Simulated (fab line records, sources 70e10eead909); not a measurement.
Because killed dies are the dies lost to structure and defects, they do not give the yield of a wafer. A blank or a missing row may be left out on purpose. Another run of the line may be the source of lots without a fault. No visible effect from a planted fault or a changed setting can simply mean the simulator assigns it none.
The tool behind it: which one?	flow nand-harc	15 lots with 43 wafers sampled at 6 steps, on a route of 1159 steps

## WHAT EACH GAUGE READ, for each wafer
NHARC_A_SOURCE_PLATE_THK_MEAS_09: measures by ellipsometry. Usual: thk-nm 9.8 nm, standard deviation 1.
lot	measured	on	thk-nm (nm)	flag
L664	day 7 06:11	film-metro-01	11.7 9.2 8.9	
L665	day 7 06:11	film-metro-02	9.6 8.9 10.9	
L666	day 7 06:11	film-metro-01	8.4 9.2 9.0	
L667	day 7 20:49	film-metro-02	10.5 8.3 8.4	
L669	day 7 20:50	film-metro-02	11.5 10.5 9.2	
L671	day 8 16:14	film-metro-02	10.3 12.0 11.2	
L672	day 8 16:14	film-metro-01	9.1 10.6 8.4	
L677	day 10 03:56	film-metro-01	9.2 9.2	
L678	day 10 03:58	film-metro-01	10.3 9.7	
L680	day 11 04:26	film-metro-02	9.5 10.9 9.4	
L682	day 11 12:40	film-metro-02	10.6 11.4 9.4	
L684	day 11 12:41	film-metro-01	10.0 9.6 10.0	
L685	day 12 05:40	film-metro-02	9.4 8.8 10.0	
L687	day 12 15:17	film-metro-01	10.0 10.4 9.5	
L686	day 12 15:17	film-metro-01	10.5 9.6 7.4	

NHARC_A_ONON_D1_THK_MEAS_05: measures by ellipsometry. Usual: thk-nm 1001 nm, standard deviation 10.
lot	measured	on	thk-nm (nm)	flag
L664	day 7 20:32	film-metro-01	1012 1010 1011	
L665	day 7 20:46	film-metro-01	992 993 990	
L666	day 7 20:25	film-metro-01	1002 1002 1003	
L667	day 8 11:02	film-metro-02	991 990 989	
L669	day 8 11:01	film-metro-01	995 995 998	
L671	day 9 07:27	film-metro-02	989 990 986	
L672	day 9 07:27	film-metro-01	1020 1021 1021	
L677	day 10 18:25	film-metro-02	1026 1026	
L678	day 10 18:37	film-metro-01	1007 1006	
L680	day 11 18:59	film-metro-01	986 984 987	
L682	day 12 02:46	film-metro-02	998 997 999	
L684	day 12 02:46	film-metro-01	991 991 990	
L685	day 12 20:05	film-metro-01	1007 1004 1006	
L687	day 13 05:41	film-metro-01	1018 1017 1016	
L686	day 13 05:52	film-metro-01	998 998 999	

NHARC_A_ONON_D1_THK_MEAS_27: measures by ellipsometry. Usual: thk-nm 1000 nm, standard deviation 8.1.
lot	measured	on	thk-nm (nm)	flag
L664	day 8 06:58	film-metro-02	1016 1016 1016	
L665	day 8 06:58	film-metro-01	999 998 998	
L666	day 8 06:57	film-metro-02	998 997 996	
L667	day 8 21:29	film-metro-01	1019 1021 1021	
L669	day 8 21:26	film-metro-01	986 988 988	
L671	day 9 15:59	film-metro-01	997 997 996	
L672	day 9 15:56	film-metro-01	1004 1002 1004	
L677	day 11 08:31	film-metro-02	397 995	OFF
L678	day 11 08:52	film-metro-02	392 993	OFF
L680	day 12 05:35	film-metro-01	397 995 995	OFF
L682	day 12 14:16	film-metro-02	1006 1008 1007	
L684	day 12 14:13	film-metro-01	1000 1001 999	
L685	day 13 06:38	film-metro-01	996 996 997	
L687	day 13 16:11	film-metro-02	994 995 996	
L686	day 13 16:08	film-metro-02	1000 996 995	

NHARC_A_ONON_D1_INSPECT_32. Usual: raw-defect-count 75, standard deviation 28.
lot	measured	on	raw-defect-count	flag
L664	day 8 08:04	defect-inspect-01	52 41 47	
L665	day 8 08:04	defect-inspect-02	127 81 108	
L666	day 8 08:04	defect-inspect-01	96 59 48	
L667	day 8 22:37	defect-inspect-02	79 64 39	
L669	day 8 22:34	defect-inspect-02	45 62 47	
L671	day 9 17:22	defect-inspect-01	63 160 65	
L672	day 9 17:21	defect-inspect-01	63 55 35	
L677	day 11 09:57	defect-inspect-02	64 92	
L678	day 11 10:12	defect-inspect-02	36 59	
L680	day 12 06:41	defect-inspect-02	96 45 51	
L682	day 12 15:22	defect-inspect-02	61 67 52	
L684	day 12 15:20	defect-inspect-01	79 74 68	
L685	day 13 07:45	defect-inspect-02	52 54 60	
L687	day 13 17:19	defect-inspect-01	67 49 33	
L686	day 13 17:14	defect-inspect-01	73 67 88	

NHARC_END_SORT_01. Usual: killed-at-array 24, standard deviation 8.4; killed-at-other 0.7, standard deviation 1.1; killed-at-periphery 2.9, standard deviation 1.7; killed-dies 27, standard deviation 8.6; killed-open 3.3, standard deviation 1.8; killed-short 1.8, standard deviation 1.4.
lot	measured	on	killed-at-array	killed-at-other	killed-at-periphery	killed-dies	killed-open	killed-short	flag
L677	day 22 04:44	prober-01	672 26	4 1	1 4	677 31	1 4	4 1	OFF
L678	day 22 11:36	prober-01	670 29	5 5	2 4	677 38	4 4	2 2	OFF
L680	day 23 10:20	prober-02	675 37 37	0 0 1	2 2 1	677 39 39	5 7 2	0 0 1	OFF

## TOOL THAT RAN EACH LOT (tool first, then ch and the chambers of the sampled wafers, then the start)
lot	NHARC_A_ONON_D1_DEP_25
L664	pecvd-onon-04 ch 0, day 8 06:26
L665	pecvd-onon-02 ch 0, day 8 06:30
L666	pecvd-onon-03 ch 0, day 8 06:27
L667	pecvd-onon-04 ch 0, day 8 21:02
L669	pecvd-onon-02 ch 0, day 8 20:59
L671	pecvd-onon-02 ch 0, day 9 15:31
L672	pecvd-onon-03 ch 0, day 9 15:32
L677	pecvd-onon-02 ch 0, day 11 08:04
L678	pecvd-onon-02 ch 0, day 11 08:22
L680	pecvd-onon-02 ch 0, day 12 05:04
L682	pecvd-onon-03 ch 0, day 12 13:44
L684	pecvd-onon-04 ch 0, day 12 13:43
L685	pecvd-onon-04 ch 0, day 13 06:11
L687	pecvd-onon-03 ch 0, day 13 15:44
L686	pecvd-onon-04 ch 0, day 13 15:44
- NHARC_A_ONON_D1_DEP_25: target thk 1000 nm.

## WHAT THE TOOLS THEMSELVES READ (means of the sampled wafers that have a number; where no wafer has one, the mark that the record gives instead)
The record holds no such reading with a usual standard deviation.

## THE ANSWER, worked out from the rows above alone
Rule: a lot is off if the mean of its wafers that have a number lies more than 3 standard deviations from the usual mean. A lot without any number at a reading at which 4 lots or more have one is off too. Any other lot the step has rows for is counted as sound. The gauges are gone through in route order, then the tools' own readings, and for those a lot's mean is taken as printed above. At the first step where some lot is off, the reading lying furthest off is the one used; lots without a number count as furthest.
Off: L677, L678, L680, at NHARC_A_ONON_D1_THK_MEAS_27 (thk-nm).
If a tool, at a process step before that reading, ran all the lots that are off and no sound lot after the first of them, it fits. The gauges at NHARC_A_ONON_D1_THK_MEAS_27 aren't tried: what is off there is off at NHARC_END_SORT_01 too, on other tools, and a gauge's error can't cause that. One candidate fits, namely pecvd-onon-02 at NHARC_A_ONON_D1_DEP_25. A fault onset in the window from L671 (day 9 15:31, its last sound lot) to L677 (day 11 08:04, its first lot off) fits.

## WHAT HAD BEEN PUT IN BY THE SIMULATOR
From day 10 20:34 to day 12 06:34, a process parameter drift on pecvd-onon-02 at NHARC_A_ONON_D1_DEP_25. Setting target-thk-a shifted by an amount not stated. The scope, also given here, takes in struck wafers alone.
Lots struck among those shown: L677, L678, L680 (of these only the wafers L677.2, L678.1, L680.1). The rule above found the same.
